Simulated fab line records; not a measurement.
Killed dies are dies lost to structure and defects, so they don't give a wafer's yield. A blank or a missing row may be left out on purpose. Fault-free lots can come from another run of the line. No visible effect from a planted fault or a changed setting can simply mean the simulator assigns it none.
A lot that was struck, set against a sound lot :: flow nand harc :: 14 steps out of a route of 1159
Sound: wafers L999.3, L999.4, L999.5. Struck: wafers L993.1, L993.2, L993.5. The cause is named last.
For every step that has rows: the tool of each side, followed by ch and its chambers, followed by its first start. Under that, the readings that differ: sound wafers :: struck wafers :: difference of the means :: sigmas: that difference in standard deviations of wafers without a fault.
alike: words and numbers the same on both sides, and readings whose means are apart by under 2 such deviations; not compared: readings that were withheld, readings missing a value for some wafer, numbers with overlapping values and no deviation given by the record, and bounds like >300 which may hide the same value.
Wherever a step has rows on one side only, a row that says differs or no value, or a row with sigmas, the two part there. Numbers that don't overlap but have no deviation are shown without sigmas and don't part them. Lack of a reading on every wafer of one side parts them only where that side has two or more wafers.

first, 2 steps without rows for these wafers: NHARC_A_SOURCE_PLATE_CVD_03 (deposits poly-Si, target thk 200 nm, time 4000 s); NHARC_A_SOURCE_PLATE_ANNEAL_05 (time 1800 s).
NHARC_A_SOURCE_PLATE_THK_MEAS_06: measures by ellipsometry.
  sound on film metro-01 at day 11 20:05; struck on film metro-02 at day 9 21:04
  alike: thk nm
NHARC_A_SOURCE_PLATE_INSPECT_08:
  sound on defect inspect-02 at day 11 20:11; struck on defect inspect-01 at day 9 21:10
  alike: raw defect count
then, no rows for these wafers at 1 step: NHARC_A_ONON_D1_DEP_00 (target thk 1000 nm).
NHARC_A_ONON_D1_THK_MEAS_02: measures by ellipsometry.
  sound on film metro-01 at day 11 20:45; struck on film metro-02 at day 9 21:45
reading: thk nm (nm)
sound: 1016 1016 1017
struck: 988 989 989
difference: -28
sigmas: -3
then, no rows for these wafers at 1 step: NHARC_A_ONON_D1_DEP_03 (target thk 1000 nm).
NHARC_A_ONON_D1_THK_MEAS_05: measures by ellipsometry.
  sound on film metro-01 at day 11 21:19; struck on film metro-02 at day 9 22:19
reading: thk nm (nm)
sound: 1004 1005 1006
struck: 965 965 965
difference: -40
sigmas: -3
then, no rows for these wafers at 1 step: NHARC_A_ONON_D1_DEP_06 (target thk 1000 nm).
NHARC_A_ONON_D1_THK_MEAS_08: measures by ellipsometry.
  sound on film metro-01 at day 11 21:53; struck on film metro-02 at day 9 22:55
  alike: thk nm
NHARC_A_ONON_D1_DEP_09: target thk 1000 nm.
  sound on pecvd onon-04 ch 0, day 11 22:22; struck on pecvd onon-02 ch 0, day 9 22:58
  alike: n2 flow sccm, sih4 flow sccm
NHARC_A_ONON_D1_THK_MEAS_11: measures by ellipsometry.
  sound on film metro-02 at day 11 22:46; struck on film metro-01 at day 9 23:29
reading: thk nm (nm)
sound: 1004 1005 1006
struck: 313 315 312
difference: -692
sigmas: -99 or more
then, no rows for these wafers at 1 step: NHARC_A_ONON_D1_DEP_12 (target thk 1000 nm).
-- jump in the record: it breaks off in module A_ONON_D1 and resumes in module END (first step shown: number 1159 of the route), and 12 days separate the struck wafers' starts before and after --
NHARC_END_SORT_01:
  only the struck wafers appear in the record here, on prober-02 ch 0 at day 21 23:14; the sound ones have no rows

## WHERE THEY PART
First at NHARC_A_ONON_D1_THK_MEAS_02; last, within this record, at NHARC_END_SORT_01.

WHY: what the simulator had put in
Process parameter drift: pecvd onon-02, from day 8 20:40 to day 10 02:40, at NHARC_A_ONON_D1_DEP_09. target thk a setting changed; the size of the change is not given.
